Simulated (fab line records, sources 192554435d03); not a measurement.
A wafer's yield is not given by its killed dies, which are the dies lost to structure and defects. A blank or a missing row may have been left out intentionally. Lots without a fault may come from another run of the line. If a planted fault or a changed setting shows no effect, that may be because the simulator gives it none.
Matching of chambers / flow n5Finfet / uvCure-02 running N5_BEOL_M10_CURE_71: 3 sister chambers
The step cures SiCOH lowk, time 240 s. 3 wafers are shown with their chamber, then 12 later ones without.

== WAFERS PAIRED WITH THEIR CHAMBERS ==
wafer=L077.5 chamber=2 wafer_temp_C_max=386.9
wafer=L085.4 chamber=0 wafer_temp_C_max=386.6
wafer=L089.6 chamber=1 wafer_temp_C_max=387.9

== WAFERS WITHOUT THEIR CHAMBER ==
wafer=L092.1 wafer_temp_C_max=388.3
wafer=L092.2 wafer_temp_C_max=386.9
wafer=L092.6 wafer_temp_C_max=387.6
wafer=L093.1 wafer_temp_C_max=386.6
wafer=L093.4 wafer_temp_C_max=386.8
wafer=L093.6 wafer_temp_C_max=386.9
wafer=L094.1 wafer_temp_C_max=388.3
wafer=L094.2 wafer_temp_C_max=387.1
wafer=L094.5 wafer_temp_C_max=388.3
wafer=L096.2 wafer_temp_C_max=386.4
wafer=L096.4 wafer_temp_C_max=387.3
wafer=L096.5 wafer_temp_C_max=387.1

== CHAMBER TAKEN BY EACH ==
wafer=L092.1; from the rows above=1; in truth=1
wafer=L092.2; from the rows above=can't be placed: 2 or 0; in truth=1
wafer=L092.6; from the rows above=can't be placed: 1 or 2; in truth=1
wafer=L093.1; from the rows above=can't be placed: 0 or 2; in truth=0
wafer=L093.4; from the rows above=can't be placed: 2 or 0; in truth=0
wafer=L093.6; from the rows above=can't be placed: 2 or 0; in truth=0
wafer=L094.1; from the rows above=1; in truth=1
wafer=L094.2; from the rows above=can't be placed: 2 or 0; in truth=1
wafer=L094.5; from the rows above=1; in truth=1
wafer=L096.2; from the rows above=can't be placed: 0 or 2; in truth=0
wafer=L096.4; from the rows above=can't be placed: 2 or 1 or 0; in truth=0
wafer=L096.5; from the rows above=can't be placed: 2 or 0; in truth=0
3 of 12 placed correctly. Cannot be placed on the basis of these rows: 9; the candidates contain the true chamber in 7. Wrongly placed: 0.
How it was worked out, from the rows above alone: a wafer's distance from a chamber is the root of the sum, over the readings, of the square of ((its reading less the chamber's mean) divided by the reading's scatter). The wafer belongs to the nearest chamber; if the next one is less than 2 further off, it can't be placed. For every chamber, the mean is computed from those of its wafers that are shown. The scatter: root of mean squared gap, hidden wafer to nearest shown wafer, with one shown wafer a chamber.
